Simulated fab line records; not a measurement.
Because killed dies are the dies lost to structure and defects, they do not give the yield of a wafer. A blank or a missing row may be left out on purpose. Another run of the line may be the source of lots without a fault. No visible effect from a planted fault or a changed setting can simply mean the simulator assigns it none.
Chamber matching + flow n5_finfet + rie_diel-06 running N5_BEOL_M3_ETCH_77: 4 sister chambers
The step etches underlayer in N2/H2, target depth 6.5 nm, time 5.2 s. 4 wafers are shown with their chamber, then 11 later ones without.

WAFERS WITH THEIR CHAMBER
| wafer  | chamber | drypump_motor_current_A (A) |
|--------|---------|-----------------------------|
| L084.5 | 3       | 6.5                         |
| L086.3 | 0       | 6.3                         |
| L086.4 | 2       | 5.6                         |
| L088.1 | 1       | 5.7                         |

WAFERS WITHOUT THEIR CHAMBER
| wafer  | drypump_motor_current_A (A) |
|--------|-----------------------------|
| L088.4 | 6.5                         |
| L088.5 | 6.4                         |
| L092.2 | 5.6                         |
| L092.4 | 5.7                         |
| L092.5 | 6.3                         |
| L095.1 | 6.3                         |
| L095.3 | 5.6                         |
| L095.6 | 6.5                         |
| L096.2 | 6.4                         |
| L096.3 | 5.8                         |
| L096.5 | 5.6                         |

CHAMBER TAKEN BY EACH
| wafer  | from the rows above     | in truth |
|--------|-------------------------|----------|
| L088.4 | 3                       | 3        |
| L088.5 | can't be placed: 3 or 0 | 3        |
| L092.2 | can't be placed: 2 or 1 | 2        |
| L092.4 | can't be placed: 1 or 2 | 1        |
| L092.5 | 0                       | 0        |
| L095.1 | 0                       | 0        |
| L095.3 | can't be placed: 2 or 1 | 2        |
| L095.6 | 3                       | 3        |
| L096.2 | can't be placed: 3 or 0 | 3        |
| L096.3 | can't be placed: 1 or 2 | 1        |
| L096.5 | can't be placed: 2 or 1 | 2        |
Correctly placed: 4 of 11. Cannot be placed on the basis of these rows: 7; the candidates contain the true chamber in 7. Placed wrongly: 0.
How it was worked out, from the rows above alone: a wafer's distance from a chamber is the root of the sum, over the readings, of the square of ((its reading less the chamber's mean) divided by the reading's scatter). If the next closest chamber is less than 2 further off than the closest, the wafer can't be placed; otherwise it belongs to the closest. For every chamber, the mean is computed from those of its wafers that are shown. The scatter: with one shown wafer a chamber, the root of the mean of the squares of how far each hidden wafer lies from its nearest shown one.
